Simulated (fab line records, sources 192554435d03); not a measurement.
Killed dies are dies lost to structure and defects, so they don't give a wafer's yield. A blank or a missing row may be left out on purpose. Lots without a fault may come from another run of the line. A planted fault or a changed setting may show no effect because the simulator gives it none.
Chamber matching | flow n5_finfet | N5_BEOL_M5_CURE_80 on uv_cure-03: 3 sister chambers
The step cures SiCOH lowk, time 120 s. 14 wafers are shown with their chamber, then 7 later ones without.

WAFERS WITH THEIR CHAMBER
wafer  | chamber | wafer_temp_C_max | lamp_power_pct (%)
L076.2 | 1       | 371.2            | 52.28
L076.4 | 1       | 371.7            | 52.32
L076.6 | 1       | 371.4            | 52.38
L079.1 | 1       | 371.3            | 52.40
L079.3 | 1       | 370.8            | 52.35
L079.5 | 1       | 371.5            | 52.37
L086.3 | 0       | 372.9            | 52.22
L086.4 | 0       | 371.6            | 52.25
L086.5 | 0       | 371.7            | 52.37
L089.1 | 2       | 371.1            | 52.26
L089.4 | 2       | 371.2            | 52.31
L089.6 | 2       | 371.2            | 52.36
L092.3 | 1       | 371.3            | 52.45
L092.5 | 1       | 371.4            | 52.43

SIGNATURES (means of the wafers above)
reading          | chamber 0 | chamber 1 | chamber 2 | scatter within a chamber
wafer_temp_C_max | 372.067   | 371.325   | 371.167   | 0.373
lamp_power_pct   | 52.2800   | 52.3725   | 52.3100   | 0.06
Rule: a wafer's distance from a chamber is the root of the sum, over the readings, of the square of ((its reading less the chamber's mean) divided by the reading's scatter). The wafer belongs to the nearest chamber; if the next one is less than 2 further off, it can't be placed. The scatter: the root of (the sum of the squares of (reading less its chamber's mean) over the shown wafers, divided by (wafers less chambers)).

WAFERS WITHOUT THEIR CHAMBER
wafer  | wafer_temp_C_max | lamp_power_pct (%)
L092.6 | 371.1            | 52.27
L095.1 | 371.2            | 52.34
L095.3 | 371.3            | 52.32
L095.5 | 371.7            | 52.26
L095.2 | 371.3            | 52.37
L095.4 | 371.1            | 52.30
L095.6 | 371.5            | 52.27

WHICH CHAMBER EACH WENT THROUGH
wafer  | from the rows above          | in truth
L092.6 | can't be placed: 2 or 1 or 0 | 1
L095.1 | can't be placed: 2 or 1      | 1
L095.3 | can't be placed: 2 or 1 or 0 | 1
L095.5 | can't be placed: 0 or 2 or 1 | 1
L095.2 | can't be placed: 1 or 2      | 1
L095.4 | can't be placed: 2 or 1      | 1
L095.6 | can't be placed: 2 or 0 or 1 | 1
Placed correctly: 0 of 7. Can't be placed from these rows: 7 (the true chamber is among the candidates in 7). Placed wrongly: 0.
